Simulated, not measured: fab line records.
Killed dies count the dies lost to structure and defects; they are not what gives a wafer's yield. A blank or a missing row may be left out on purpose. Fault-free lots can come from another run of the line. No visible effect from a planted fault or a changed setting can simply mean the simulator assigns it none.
What tool caused it? -- flow n5 finfet -- Sampling: 9 lots, 27 wafers, 5 of 1938 route steps

## WHAT THE GAUGES READ, wafer by wafer
N5_BEOL_M4_RC_MEAS_101. Usual: DIBL_N 37.1 mV/V, standard deviation 2.6; DIBL_P 38 mV/V, standard deviation 3; IOFF_N 0.18 nA/um, standard deviation 0.052; IOFF_N_85C 3.5 nA/um, standard deviation 0.83; IOFF_N_LIN 0.082 nA/um, standard deviation 0.018; IOFF_N_LONG 5.58e-05 nA/um, standard deviation 2.4e-06; IOFF_P 0.25 nA/um, standard deviation 0.06; ION_N 678 uA/um, standard deviation 15; ION_P 467 uA/um, standard deviation 8.6; SS_N 71.7 mV/dec, standard deviation 0.73; SS_P 73.7 mV/dec, standard deviation 0.89; VT_N 249 mV, standard deviation 4.3; VT_N_LONG 274.5 mV, standard deviation 2; VT_P -248 mV, standard deviation 3.8; VT_P_LVT -97 mV, standard deviation 3.3.
lot,measured,on,DIBL_N (mV/V),DIBL_P (mV/V),IOFF_N (nA/um),IOFF_N_85C (nA/um),IOFF_N_LIN (nA/um),IOFF_N_LONG (nA/um),IOFF_P (nA/um),ION_N (uA/um),ION_P (uA/um),SS_N (mV/dec),SS_P (mV/dec),VT_N (mV),VT_N_LONG (mV),VT_P (mV),VT_P_LVT (mV),flag
L603,day 10 15:06,prober-01,33.4 32.1 32.3,34 32 33,0.13 0.12 0.10,2.6 2.5 2.2,0.058 0.056 0.051,5.64e-05 5.75e-05 5.67e-05,0.20 0.16 0.17,648 659 648,455 458 454,72.0 70.9 70.4,72.2 71.6 71.5,254 253 260,275.9 274.8 273.2,-247 -252 -251,-97 -100 -99,
L608,day 12 09:07,prober-02,34.8 33.9 34.8,34 33 35,26.17 24.48 26.46,225.9 212.3 225.1,12.679 11.953 12.561,0.0098165 0.0096194 0.0097402,0.22 0.19 0.23,943 943 961,464 461 475,71.6 71.3 71.2,73.4 72.3 72.6,102 103 104,125.8 125.3 125.2,-247 -251 -246,-246 -249 -247,OFF
L609,day 12 01:40,prober-01,34.9 38.1 35.9,35 40 36,28.66 43.41 31.30,239.5 336.3 256.3,13.995 19.602 14.832,0.010889 0.010742 0.011052,0.22 0.34 0.23,945 987 963,466 477 465,70.7 71.9 71.4,73.4 74.2 73.5,100 94 98,123.3 122.1 120.6,-248 -244 -249,-248 -243 -249,OFF
L617,day 14 04:21,prober-02,38.4 38.2 38.4,40 39 41,0.22 0.21 0.22,4.1 3.9 4.0,0.096 0.090 0.095,5.36e-05 5.29e-05 5.07e-05,0.28 0.25 0.30,711 687 685,479 465 471,72.2 71.8 72.6,73.7 73.8 74.4,246 247 246,275.2 274.9 274.3,-248 -250 -246,-96 -97 -95,
L621,day 15 15:47,prober-01,32.3 36.0 32.8,34 38 34,0.11 0.17 0.12,2.4 3.4 2.5,0.059 0.080 0.062,5.72e-05 5.67e-05 5.59e-05,0.17 0.25 0.18,661 662 671,452 461 469,70.5 72.2 70.6,71.0 74.0 71.9,253 247 254,272.2 271.7 273.3,-252 -248 -252,-101 -97 -99,
L622,day 15 12:39,prober-01,35.4 36.7 35.1,38 39 38,0.15 0.18 0.15,3.0 3.5 2.9,0.069 0.081 0.066,5.01e-05 5.08e-05 5.11e-05,0.20 0.22 0.21,669 688 669,457 465 460,71.1 71.8 71.3,73.4 73.7 73.4,253 246 251,279.4 279.4 280.1,-252 -252 -251,-100 -98 -100,
L623,day 15 15:13,prober-02,38.0 33.1 35.1,38 34 35,0.18 0.10 0.13,3.3 2.1 2.6,0.077 0.052 0.062,5.82e-05 5.52e-05 5.72e-05,0.25 0.17 0.18,675 655 666,464 458 455,72.1 70.9 71.4,73.6 73.0 73.5,250 258 253,277.2 274.0 274.6,-248 -255 -253,-97 -101 -102,
L624,day 17 18:43,prober-01,43.7 38.2 37.7,45 38 37,0.34 0.18 0.17,6.0 3.5 3.3,0.124 0.084 0.076,5.43e-05 5.42e-05 5.44e-05,0.39 0.24 0.23,692 696 677,472 478 467,73.6 71.0 71.5,75.9 73.4 74.3,243 249 250,274.9 274.4 274.0,-243 -248 -248,-93 -97 -99,
L625,day 16 07:49,prober-02,36.5 37.0 38.3,39 39 41,0.19 0.19 0.23,3.6 3.6 4.1,0.088 0.087 0.100,5.74e-05 5.48e-05 5.61e-05,0.26 0.26 0.30,704 674 700,484 462 477,71.2 72.0 71.3,74.6 73.8 74.7,244 248 245,271.0 274.3 274.3,-243 -248 -248,-95 -95 -94,

## WHAT TOOL EACH LOT RAN ON (gives the tool, then ch and the chambers of the sampled wafers, and finally the start)
lot,N5_DUMMY_REMOVAL_HM_STRIP_01,N5_HKMG_FIN_STRIP_57,N5_HKMG_FIN_WET_ETCH_77,N5_HKMG_FIN_PWFM_ALD_03
L603,"rie diel-06 ch 1,3, day 3 23:10","rie diel-01 ch 0,2,3, day 4 01:02","wet bench-06 ch 2,4,6, day 4 02:01","ald metal-02 ch 1,2,3, day 4 03:13"
L608,"rie diel-02 ch 1,2,3, day 5 09:08","rie diel-04 ch 1,2,3, day 5 11:01","wet bench-02 ch 3,5,7, day 5 11:59","ald metal-02 ch 1,2,3, day 5 13:10"
L609,"rie diel-06 ch 1,2,3, day 5 17:43","rie diel-01 ch 0,2,3, day 5 19:46","wet bench-06 ch 0,3,7, day 5 20:45","ald metal-04 ch 1,3, day 5 21:56"
L617,"rie diel-06 ch 0,1,3, day 7 08:07","rie diel-04 ch 2,3, day 7 09:52","wet bench-06 ch 3,4,5, day 7 10:50","ald metal-02 ch 0,1, day 7 12:01"
L621,"rie diel-06 ch 2,3, day 8 11:41","rie diel-01 ch 2,3, day 8 13:41","wet bench-02 ch 0,2,3, day 8 14:49","ald metal-03 ch 2,3, day 8 16:35"
L622,"rie diel-06 ch 2,3, day 8 13:20","rie diel-01 ch 1,2, day 8 15:19","wet bench-06 ch 1,4,6, day 8 16:19","ald metal-02 ch 0,1, day 8 17:40"
L623,"rie diel-06 ch 0,1,3, day 9 02:08","rie diel-01 ch 1,2,3, day 9 04:14","wet bench-05 ch 4,5,6, day 9 05:13","ald metal-04 ch 1,2,3, day 9 06:25"
L624,"rie diel-06 ch 0,2,3, day 9 04:29","rie diel-05 ch 1,2,3, day 9 06:22","wet bench-06 ch 0,4,5, day 9 07:23","ald metal-03 ch 1,2,3, day 9 08:40"
L625,"rie diel-06 ch 0,1,3, day 9 08:58","rie diel-05 ch 0,2,3, day 9 11:01","wet bench-06 ch 3,4,5, day 9 12:00","ald metal-02 ch 0,1,3, day 9 13:13"
- N5_DUMMY_REMOVAL_HM_STRIP_01: strips SiNx in CH3F/O2, stops on poly-Si, target depth 4 nm, time 6.8 s.
- N5_HKMG_FIN_STRIP_57: strips in CF4.
- N5_HKMG_FIN_WET_ETCH_77: etches La2O3 in dHCl, stops on HfO2, target depth 2 nm.
- N5_HKMG_FIN_PWFM_ALD_03: deposits TiN, target thk 2 nm, pulse time 1 s, purge time 3 s.

## AS READ BY THE TOOLS THEMSELVES (means over the sampled wafers that have a number; for cases with no such wafer, the mark the record gives instead)
N5_DUMMY_REMOVAL_HM_STRIP_01. Usual: drypump motor current A 5.6 A, standard deviation 0.31; oes product au 0.65 a.u., standard deviation 0.068; rf vpp V 127.4 V, standard deviation 1.1; showerhead plenum p Torr 2.00 Torr, standard deviation 0.07; throttle valve pct 16.25 %, standard deviation 0.22.
lot,tool,drypump motor current A (A),oes product au (a.u.),rf vpp V (V),showerhead plenum p Torr (Torr),throttle valve pct (%),flag
L603,rie diel-06,5.5,0.63,128.0,2.02,16.31,
L608,rie diel-02,5.7,0.63,127.5,1.96,16.25,
L609,rie diel-06,5.4,0.69,128.5,2.03,16.16,
L617,rie diel-06,5.7,0.65,128.2,2.01,16.21,
L621,rie diel-06,5.3,0.73,127.7,1.99,16.12,
L622,rie diel-06,5.3,0.73,127.1,1.99,16.12,
L623,rie diel-06,5.7,0.65,127.9,2.00,16.23,
L624,rie diel-06,5.6,0.70,127.7,2.01,16.09,
L625,rie diel-06,5.7,0.65,127.7,2.00,16.23,

N5_HKMG_FIN_STRIP_57. Usual: drypump motor current A 5.6 A, standard deviation 0.53; oes product au 0.78 a.u., standard deviation 0.079; rf vpp V 270.9 V, standard deviation 1.3; showerhead plenum p Torr 1.79 Torr, standard deviation 0.039; throttle valve pct 13.40 %, standard deviation 0.17.
lot,tool,drypump motor current A (A),oes product au (a.u.),rf vpp V (V),showerhead plenum p Torr (Torr),throttle valve pct (%),flag
L603,rie diel-01,5.4,0.78,269.9,1.76,13.42,
L608,rie diel-04,5.9,0.80,271.5,1.82,13.33,
L609,rie diel-01,5.5,0.77,269.7,1.76,13.45,
L617,rie diel-04,5.4,0.75,272.0,1.80,13.27,
L621,rie diel-01,5.4,0.75,269.5,1.73,13.45,
L622,rie diel-01,5.1,0.73,270.6,1.80,13.48,
L623,rie diel-01,5.3,0.76,271.0,1.77,13.42,
L624,rie diel-05,5.6,0.85,270.0,1.78,13.28,
L625,rie diel-05,5.3,0.82,269.9,1.80,13.39,

N5_HKMG_FIN_WET_ETCH_77. Usual: bath heat duty pct 6.3 %, standard deviation 0.86; temp c 24.99 C, standard deviation 0.1.
lot,tool,bath heat duty pct (%),temp c (C),flag
L603,wet bench-06,6.2,25.03,
L608,wet bench-02,-,-,OFF
L609,wet bench-06,-,-,OFF
L617,wet bench-06,5.8,24.97,
L621,wet bench-02,6.1,24.91,
L622,wet bench-06,6.4,24.99,
L623,wet bench-05,7.2,24.97,
L624,wet bench-06,5.6,24.99,
L625,wet bench-06,6.7,25.02,

N5_HKMG_FIN_PWFM_ALD_03. Usual: heater power w 895 W, standard deviation 82; precursor pulse height rel 0.998, standard deviation 0.021.
lot,tool,heater power w (W),precursor pulse height rel,flag
L603,ald metal-02,866,0.992,
L608,ald metal-02,874,0.978,
L609,ald metal-04,871,0.993,
L617,ald metal-02,923,0.982,
L621,ald metal-03,930,1.005,
L622,ald metal-02,881,1.014,
L623,ald metal-04,883,0.997,
L624,ald metal-03,886,0.980,
L625,ald metal-02,945,1.013,

## THE ANSWER, worked out from the rows above alone
Rule: take the mean of a lot's wafers that have a number; if it is more than 3 standard deviations from the usual mean, the lot is off. Also off: a lot with no number at a reading for which 4 or more lots have one. Where the step has rows for the other lots, those lots are counted as sound. Order of review: gauges by route order, followed by the tools' own readings, for which a lot's mean as printed above is used. The first step at which some lot is off is used, and at that step the reading that is off furthest; a lot without a number counts as furthest.
Off: L608, L609, at N5_BEOL_M4_RC_MEAS_101 (IOFF_N_LONG).
If a tool, at a process step before that reading, ran all the lots that are off and no sound lot after the first of them, it fits. The gauges at N5_BEOL_M4_RC_MEAS_101 aren't tried: what is off there is off at N5_HKMG_FIN_WET_ETCH_77 too, on other tools, and a gauge's error can't cause that. Not one of the candidates tried fits.

## WHAT WAS PUT IN BY THE SIMULATOR
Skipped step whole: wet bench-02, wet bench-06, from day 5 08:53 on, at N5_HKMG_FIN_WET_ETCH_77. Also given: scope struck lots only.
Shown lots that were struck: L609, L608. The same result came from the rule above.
